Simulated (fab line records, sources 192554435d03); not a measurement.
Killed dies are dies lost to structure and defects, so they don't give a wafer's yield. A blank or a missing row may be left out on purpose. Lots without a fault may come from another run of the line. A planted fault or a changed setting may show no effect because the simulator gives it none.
Chamber matching | flow n5_finfet | N5_ILD0_CMP_03 on cmp-01: 4 sister chambers
The step polishes, stops on SiNx, t overpolish 1.9 s, target thk 197.38 nm. 8 wafers are shown with their chamber, then 12 later ones without.

WAFERS WITH THEIR CHAMBER
wafer  | chamber | motor_current_A (A) | time_to_endpoint_s (s)
L075.6 | 3       | 11.5                | 64
L078.3 | 3       | 12.0                | 65
L084.1 | 0       | 12.8                | 69
L084.5 | 2       | 13.6                | 69
L084.6 | 1       | 11.9                | 66
L086.1 | 0       | 12.9                | 69
L086.2 | 2       | 13.8                | 73
L086.4 | 1       | 11.6                | 69

WAFERS WITHOUT THEIR CHAMBER
wafer  | motor_current_A (A) | time_to_endpoint_s (s)
L088.2 | 14.3                | 67
L088.3 | 11.4                | 66
L088.5 | 11.9                | 64
L089.1 | 11.9                | 71
L089.3 | 12.0                | 71
L089.4 | 13.5                | 74
L091.1 | 12.7                | 64
L091.2 | 11.3                | 65
L091.4 | 13.7                | 70
L096.1 | 11.2                | 66
L096.5 | 11.9                | 68
L096.6 | 11.5                | 65

WHICH CHAMBER EACH WENT THROUGH
wafer  | from the rows above          | in truth
L088.2 | 2                            | 2
L088.3 | can't be placed: 1 or 3      | 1
L088.5 | can't be placed: 3 or 1      | 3
L089.1 | can't be placed: 1 or 3      | 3
L089.3 | can't be placed: 1 or 3 or 0 | 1
L089.4 | 2                            | 2
L091.1 | can't be placed: 0 or 3 or 1 | 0
L091.2 | can't be placed: 3 or 1      | 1
L091.4 | 2                            | 2
L096.1 | can't be placed: 1 or 3      | 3
L096.5 | can't be placed: 1 or 3      | 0
L096.6 | can't be placed: 3 or 1      | 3
Placed correctly: 3 of 12. Can't be placed from these rows: 9 (the true chamber is among the candidates in 8). Placed wrongly: 0.
How it was worked out, from the rows above alone: a wafer's distance from a chamber is the root of the sum, over the readings, of the square of ((its reading less the chamber's mean) divided by the reading's scatter). The wafer belongs to the nearest chamber; if the next one is less than 2 further off, it can't be placed. A chamber's mean is the mean of its shown wafers. The scatter: the root of (the sum of the squares of (reading less its chamber's mean) over the shown wafers, divided by (wafers less chambers)).
